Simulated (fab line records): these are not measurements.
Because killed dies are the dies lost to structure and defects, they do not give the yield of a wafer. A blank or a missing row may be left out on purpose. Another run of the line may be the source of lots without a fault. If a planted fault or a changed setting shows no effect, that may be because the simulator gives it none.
Which of the tools did it? ; flow nand-harc ; Sampling: 12 lots, 36 wafers, 5 of 1159 route steps

## WHAT THE GAUGES READ, wafer by wafer
NHARC_A_BLC_INSPECT_28.
lot;measured;on;raw-defect-count
L559;day 17 17:56;defect-inspect-01;338 340 416
L560;day 18 01:10;defect-inspect-01;644 388 385
L564;day 18 05:40;defect-inspect-01;307 374 404
L566;day 18 16:28;defect-inspect-02;333 337 448
L562;day 18 16:54;defect-inspect-02;441 424 441
L565;day 19 01:57;defect-inspect-02;750 569 571
L563;day 19 02:55;defect-inspect-02;385 350 542
L567;day 19 21:17;defect-inspect-02;431 580 780
L569;day 20 01:59;defect-inspect-01;334 374 282
L570;day 20 06:52;defect-inspect-01;340 343 350
L581;day 23 06:33;defect-inspect-02;359 402 460
L582;day 23 14:25;defect-inspect-02;417 413 473

NHARC_END_SORT_01.
lot;measured;on;defect-limited-yield (%);killed-at-array;killed-at-other;killed-at-periphery;killed-dies;killed-open;killed-short;sort_bin_2_pct (%);sort_bin_3_pct (%);sort_bin_4_pct (%);sort-n-pass;sort-rim-yield-pct (%);sort-yield-pct (%)
L569;day 22 01:56;prober-01;96.0 95.9 95.4;26 26 29;1 2 1;0 0 1;27 28 31;3 2 2;1 2 3;1.2 1.3 0.9;0 0 0;2.8 2.8 3.7;650 649 646;96 96 93;96.0 95.9 95.4

## EACH LOT AND THE TOOL THAT RAN IT (in order: tool; ch and the chambers of the sampled wafers; start)
lot;NHARC_A_M1_SOFTBAKE_04;NHARC_A_M1_DESCUM_14;NHARC_A_M1_ETCH_15
L559;litho-track-04 ch 0, day 17 22:00;rie-diel-04 ch 1,2,3, day 17 23:04;rie-diel-04 ch 1,2,3, no start
L560;litho-track-04 ch 0, day 18 05:00;rie-diel-10 ch 0,1,3, day 18 06:16;rie-diel-10 ch 1,2,3, no start
L564;litho-track-01 ch 0, day 18 10:00;rie-diel-10 ch 0,1,3, day 18 10:49;rie-diel-10 ch 1,3, no start
L566;litho-track-06 ch 0, day 18 20:00;rie-diel-10 ch 1,3, day 18 21:28;rie-diel-10 ch 1,2, no start
L562;litho-track-04 ch 0, day 18 21:00;rie-diel-06 ch 0,2,3, day 18 22:28;rie-diel-06 ch 0,1,3, no start
L565;litho-track-06 ch 0, day 19 06:00;rie-diel-10 ch 0,1,2, day 19 07:11;rie-diel-10 ch 2,3, no start
L563;litho-track-04 ch 0, day 19 07:00;rie-diel-06 ch 1,2,3, day 19 08:00;rie-diel-06 ch 0,2,3, no start
L567;litho-track-06 ch 0, day 20 01:00;rie-diel-10 ch 0,1,2, day 20 02:26;rie-diel-10 ch 2,3, no start
L569;litho-track-01 ch 0, day 20 06:00;rie-diel-06 ch 1,2, day 20 07:02;rie-diel-06 ch 0,1,3, day 22 01:56 or earlier
L570;litho-track-04 ch 0, day 20 11:00;rie-diel-06 ch 2,3, day 20 12:32;rie-diel-06 ch 0,3, no start
L581;litho-track-06 ch 0, day 23 11:00;rie-diel-10 ch 0,2, day 23 11:53;rie-diel-10 ch 0,1,3, no start
L582;litho-track-06 ch 0, day 23 19:00;rie-diel-06 ch 1,2,3, day 23 19:33;rie-diel-06 ch 0,1,3, no start
- NHARC_A_M1_SOFTBAKE_04: time 55 s.
- NHARC_A_M1_DESCUM_14: chemistry O2, time 3 s.
- NHARC_A_M1_ETCH_15: etches the open film in C4F8/Ar, target depth 182.5 nm, time 91.2 s.

## AS READ BY THE TOOLS THEMSELVES (means over the sampled wafers that have a number; for cases with no such wafer, the mark the record gives instead)
NHARC_A_M1_SOFTBAKE_04.
lot;tool;heater-power-total-W (W);resist-line-temp-C (C)
L559;litho-track-04;188.41;22.86
L560;litho-track-04;188.53;22.88
L564;litho-track-01;188.57;22.99
L566;litho-track-06;188.42;22.87
L562;litho-track-04;188.40;22.97
L565;litho-track-06;188.44;22.96
L563;litho-track-04;188.34;22.90
L567;litho-track-06;188.39;22.84
L569;litho-track-01;188.38;22.92
L570;litho-track-04;188.39;23.02
L581;litho-track-06;199.90;23.02
L582;litho-track-06;199.87;22.91

NHARC_A_M1_DESCUM_14.
lot;tool;drypump-motor-current-A (A);oes-product-au (a.u.);rf-vpp-V (V);showerhead-plenum-p-Torr (Torr);throttle-valve-pct (%)
L559;rie-diel-04;5.7;1.001;57.9;1.85;11.308
L560;rie-diel-10;5.4;0.991;58.2;1.93;11.312
L564;rie-diel-10;5.4;0.999;57.7;1.93;11.307
L566;rie-diel-10;5.5;1.001;58.4;2.01;11.312
L562;rie-diel-06;5.4;0.996;57.8;1.89;11.308
L565;rie-diel-10;5.2;1.002;58.5;1.97;11.299
L563;rie-diel-06;5.6;1.004;57.9;1.86;11.320
L567;rie-diel-10;5.2;0.994;57.4;1.97;11.304
L569;rie-diel-06;6.0;1.004;57.8;1.80;11.317
L570;rie-diel-06;5.4;1.002;57.8;1.87;11.322
L581;rie-diel-10;5.5;0.997;58.5;1.96;11.307
L582;rie-diel-06;5.6;0.995;58.0;1.86;11.306

NHARC_A_M1_ETCH_15.
lot;tool;bias-w (W);oes-product-au (a.u.);rf-vpp-V (V)
L559;rie-diel-04;299.2;0.970;439.5
L560;rie-diel-10;300.1;0.949;443.0
L564;rie-diel-10;300.3;0.924;443.5
L566;rie-diel-10;298.8;0.961;445.2
L562;rie-diel-06;300.1;0.967;439.4
L565;rie-diel-10;299.5;0.920;442.5
L563;rie-diel-06;299.6;0.968;440.5
L567;rie-diel-10;299.0;0.960;443.5
L569;rie-diel-06;300.8;0.983;440.1
L570;rie-diel-06;300.6;0.981;441.5
L581;rie-diel-10;299.6;0.987;441.0
L582;rie-diel-06;300.6;0.972;439.6

## THE ANSWER, worked out from the rows above alone
Rule: what is usual is taken from the lots themselves. Put in order of their means at a reading, lots are off if they are a third of the lots or fewer, leave a main group of 4 or more, and stand apart from it by a gap of 3 or more times the standard deviation of the main group's means; of several such gaps the widest counts. Not used: any main group whose means are identical at the precision the tables above print for the reading. Also off: a lot with no number at a reading for which 4 or more lots have one. Where the step has rows for the other lots, those lots are counted as sound. The gauges are gone through in route order, then the tools' own readings, and for those a lot's mean is taken as printed above. The first step at which some lot is off is used, and at that step the reading that is off furthest; a lot without a number counts as furthest.
Off, at NHARC_A_M1_SOFTBAKE_04 on heater-power-total-W: L581, L582. The main group has a mean of 188.43 W with a standard deviation of 0.067.
If a tool, at that step or one of the process steps before it, ran each lot that is off and ran no sound lot following the first of them, it fits. One fits: NHARC_A_M1_SOFTBAKE_04 on litho-track-06. Its last sound lot is L567 (day 20 01:00), its first lot that is off L581 (day 23 11:00): a fault that began between those two fits.
The tool's own readings at NHARC_A_M1_SOFTBAKE_04 bear it out: on the lots that are off they differ by more than 5 times the standard deviation of the sound lots' means. heater-power-total-W reads 199.88 W there against 188.43 W on the sound lots.

## WHAT WAS PUT IN BY THE SIMULATOR
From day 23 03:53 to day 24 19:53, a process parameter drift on litho-track-06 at NHARC_A_M1_SOFTBAKE_04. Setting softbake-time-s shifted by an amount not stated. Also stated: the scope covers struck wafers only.
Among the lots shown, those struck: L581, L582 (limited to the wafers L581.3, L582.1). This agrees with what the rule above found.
